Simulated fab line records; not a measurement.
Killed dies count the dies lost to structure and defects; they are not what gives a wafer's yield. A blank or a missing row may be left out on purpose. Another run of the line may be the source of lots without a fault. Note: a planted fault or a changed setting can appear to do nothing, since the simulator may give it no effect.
Matching of chambers | flow n5_finfet | 3 sister chambers for N5_BEOL_M3_ILD_DEP_00 on pecvd-04
The step deposits SiOC from DEMS/O2, target thk 79 nm, time 15.3 s. 3 wafers are shown with their chamber, then 11 later ones without.

== WAFERS PAIRED WITH THEIR CHAMBERS ==
wafer  | chamber | throttle_valve_pct (%)
L089.5 | 2       | 10.1
L091.2 | 1       | 12.4
L092.1 | 0       | 11.6

== WAFERS WITH NO CHAMBER GIVEN ==
wafer  | throttle_valve_pct (%)
L092.2 | 12.4
L092.3 | 10.4
L093.1 | 11.3
L093.2 | 12.2
L093.3 | 10.4
L094.2 | 12.5
L094.3 | 11.6
L094.5 | 11.0
L095.1 | 11.4
L095.3 | 10.4
L095.6 | 11.3

== WHICH CHAMBER EACH WENT THROUGH ==
wafer  | from the rows above     | in truth
L092.2 | 1                       | 1
L092.3 | 2                       | 2
L093.1 | 0                       | 0
L093.2 | can't be placed: 1 or 0 | 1
L093.3 | 2                       | 2
L094.2 | 1                       | 1
L094.3 | 0                       | 0
L094.5 | can't be placed: 0 or 2 | 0
L095.1 | 0                       | 0
L095.3 | 2                       | 2
L095.6 | 0                       | 0
Correctly placed: 9 of 11. Not placeable from these rows: 2 (in 2, the candidates include the true chamber). Placed wrongly: 0.
How it was worked out, from the rows above alone: a wafer's distance from a chamber is the root of the sum, over the readings, of the square of ((its reading less the chamber's mean) divided by the reading's scatter). The wafer belongs to the nearest chamber; if the next one is less than 2 further off, it can't be placed. Each chamber's mean is taken over the wafers shown for it. The scatter: root of mean squared gap, hidden wafer to nearest shown wafer, with one shown wafer a chamber.
